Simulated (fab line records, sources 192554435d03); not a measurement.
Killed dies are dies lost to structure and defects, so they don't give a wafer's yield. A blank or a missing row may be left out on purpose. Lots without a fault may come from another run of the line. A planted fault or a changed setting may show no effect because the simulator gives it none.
Split-lot experiment -- flow n5 finfet -- 7 lots, 21 wafers read, on a route of 1938 steps

== ABOUT THE SPLIT ==
At N5_BEOL_M4_COAT_22 (resist thk 30 nm), the setting spin rpm was moved away from the recipe's 1500 rpm on 5 of the 21 wafers read, by -10.3% to +8.4%. All remaining wafers had this setting at the recipe value.

== FROM THE SPLIT TO THE READING: what the file shows between them, 4 steps ==
- N5_BEOL_M4_EBR_24
- N5_BEOL_M4_SOFTBAKE_23: time 60 s
- N5_BEOL_M4_EXPOSE_25: exposes mask V3, defocus 5 nm
- N5_BEOL_M4_PEB_26: peb time 60 s

== THE READING ==
CAR-EUV_of_BEOL_M4_COAT_22.thk nm (the simulator's own value, which no gauge read), in nm, at N5_BEOL_M4_DEVELOP_27 (develop time 30 s). The file does not state a usual value for it. Average 29.6 nm, standard deviation 0.086 nm, over the 16 wafers here run with the recipe.

wafer,"tool, chamber at the split","spin rpm as run, rpm",against the recipe,"CAR-EUV_of_BEOL_M4_COAT_22.thk nm, nm",against lot-mates on the recipe
L074.1,"litho track-05, 0",1500,recipe,29.6,-
L074.3,"litho track-05, 0",1500,recipe,29.6,-
L074.5,"litho track-05, 0",1500,recipe,29.6,-
L077.3,"litho track-05, 0",1500,recipe,29.6,-
L077.5,"litho track-05, 0",1500,recipe,29.6,-
L077.4,"litho track-05, 0",1545,+3.0%,29.2,-0.4
L081.3,"litho track-05, 0",1626,+8.4%,28.4,-1.2
L081.5,"litho track-05, 0",1500,recipe,29.6,-
L081.6,"litho track-05, 0",1500,recipe,29.6,-
L085.3,"litho track-02, 0",1500,recipe,29.6,-
L085.4,"litho track-02, 0",1500,recipe,29.6,-
L085.5,"litho track-02, 0",1500,recipe,29.4,-
L089.1,"litho track-03, 0",1399,-6.7%,30.6,+0.8
L089.3,"litho track-03, 0",1500,recipe,29.8,-
L089.5,"litho track-03, 0",1399,-6.7%,30.8,+1.0
L093.2,"litho track-05, 0",1500,recipe,29.6,-
L093.6,"litho track-05, 0",1500,recipe,29.6,-
L093.5,"litho track-05, 0",1345,-10.3%,31.2,+1.6
L096.1,"litho track-03, 0",1500,recipe,29.4,-
L096.2,"litho track-03, 0",1500,recipe,29.6,-
L096.5,"litho track-03, 0",1500,recipe,29.6,-

THE FIT
A straight line over all 21 wafers: CAR-EUV_of_BEOL_M4_COAT_22.thk nm changes by -0.154 nm for each +1% of spin rpm; r = -0.99; the points scatter about the line by 0.092 nm.
The same after taking each lot's own level away (the mean of its wafers on the recipe; 21 wafers): -0.144 nm for each +1%; r = -0.99; scatter 0.071 nm.
That fit puts the effect of the largest move of spin rpm on the reading at 1.5 nm.
The span of the lots' own levels, 29.53 to 29.80 nm, comes to 3.1 times the standard deviation stated above.
Hence the lot-to-lot level has little effect on the slope; both slopes agree.
Check: +1.42 nm against its lot-mates is what the line predicts for one of the wafers moved furthest among these (-10.3%) when that wafer is left out of the fit. It came out at +1.6 nm against them.

== THE WHOLE CHAIN: every reading that the file lists as answering this split, in the file's order ==
step,what it does,reading,change (the file's fit),r (the file's)
N5_BEOL_M4_COAT_22,resist thk 30 nm,"CAR-EUV_of_BEOL_M4_COAT_22.thk nm (the simulator's own value, which no gauge read)",-0.141 nm for each +1% of the setting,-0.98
N5_BEOL_M4_DEVELOP_27,develop time 30 s,"CAR-EUV_of_BEOL_M4_COAT_22.thk nm (the simulator's own value, which no gauge read)",-0.146 nm for each +1% of the setting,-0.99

== THE FILE'S OWN FIT ==
CAR-EUV_of_BEOL_M4_COAT_22.thk nm changes by -0.146 nm for each +1% of spin rpm, r = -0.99.
